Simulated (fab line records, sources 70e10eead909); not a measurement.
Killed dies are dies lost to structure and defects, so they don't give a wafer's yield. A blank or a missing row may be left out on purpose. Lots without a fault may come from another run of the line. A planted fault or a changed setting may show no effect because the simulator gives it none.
Problem report in the 8D (eight disciplines) form, filled by code | flow nand_harc | the parts of the form that need people (team, actions taken, sign-off) are left out

1. THE PROBLEM
killed_at_periphery at NHARC_END_SORT_01 reads a mean of 54.3 on 6 wafers of 2 lots; wafers without a fault read 3.5 with a standard deviation of 2.5. That is +20 standard deviations from the usual mean.
First seen on wafer L663.3, day 29 22:08, on prober-01. The record holds 6 wafers of 2 lots with a number at this step. Rule for "out", or "out of limits": more than 4 standard deviations from the usual mean. The other wafers with a number count as sound.

2. WHAT IT IS AND WHAT IT IS NOT
question                    | is                     | is not
which readings at this step | killed_at_periphery    | killed_at_array, killed_short
which lots                  | L663, L664             | -
which wafers of those lots  | all that have a number | -
read on which gauges        | prober-01, prober-02   | -
when                        | from day 29 22:08      | up to then (0 sound wafers)

3. SUSPECTS, AND WHAT RULES EACH OUT
Counting: a tool at a process step up to the reading stays a suspect if it ran every lot that is out and no sound lot after the first of them.
- the gauge at NHARC_END_SORT_01: ruled out. The wafers that are out were read on 2 gauges (prober-01, prober-02).
- hdpcvd-01 at NHARC_P_STI_HDPCVD_20 (deposits SiO2): kept. It ran every lot that is out, first L663 (day 8 16:49), and no sound lot after that.
- rie_diel-08 at NHARC_A_BONDPAD_ETCH_24 (etches the open film in CF4/N2, target depth 30 nm, time 72.99 s): kept. It ran every lot that is out, first L663 (day 28 15:29), and no sound lot after that. NHARC_A_BONDPAD_ETCH_24 gives no start for some lots, so the hours and the order of its lots are those of NHARC_A_BONDPAD_DEGAS_25.
- pvd_sputter-02 at NHARC_A_BONDPAD_DEGAS_25 (time 60 s): kept. It ran every lot that is out, first L663 (day 28 15:29), and no sound lot after that.
Left after counting: hdpcvd-01 at NHARC_P_STI_HDPCVD_20, rie_diel-08 at NHARC_A_BONDPAD_ETCH_24, pvd_sputter-02 at NHARC_A_BONDPAD_DEGAS_25.

4. THE CAUSE (what the simulator had put in)
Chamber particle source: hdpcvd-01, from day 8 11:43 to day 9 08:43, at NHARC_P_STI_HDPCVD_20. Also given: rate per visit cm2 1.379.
Counting left 3 suspects, and this tool is among them.

5. THE CHAIN OF EFFECTS, in route order
Each row: a reading whose mean over the struck wafers that have a number lies more than 3 standard deviations from the usual. Only readings for which the record gives a usual standard deviation are gone through. hours: the time from each lot's start at the first step in this table that gives one to its start at this step, as a median over the lots. sigmas: the change in usual standard deviations.
hours | step              | reading             | usual | on struck wafers | change | sigmas
0     | NHARC_END_SORT_01 | killed_at_periphery | 3.5   | 54.3             | +50.8  | +20

6. WHAT WOULD HAVE CAUGHT IT SOONER
In this record the first reading out of limits at a measuring or inspecting step was taken at day 29 22:08, 514 hours after the fault began at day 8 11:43.
All the lots that are out (2) had begun NHARC_P_STI_HDPCVD_20 on hdpcvd-01 by day 29 22:08. A hold on the tool at that time would have spared none of them.
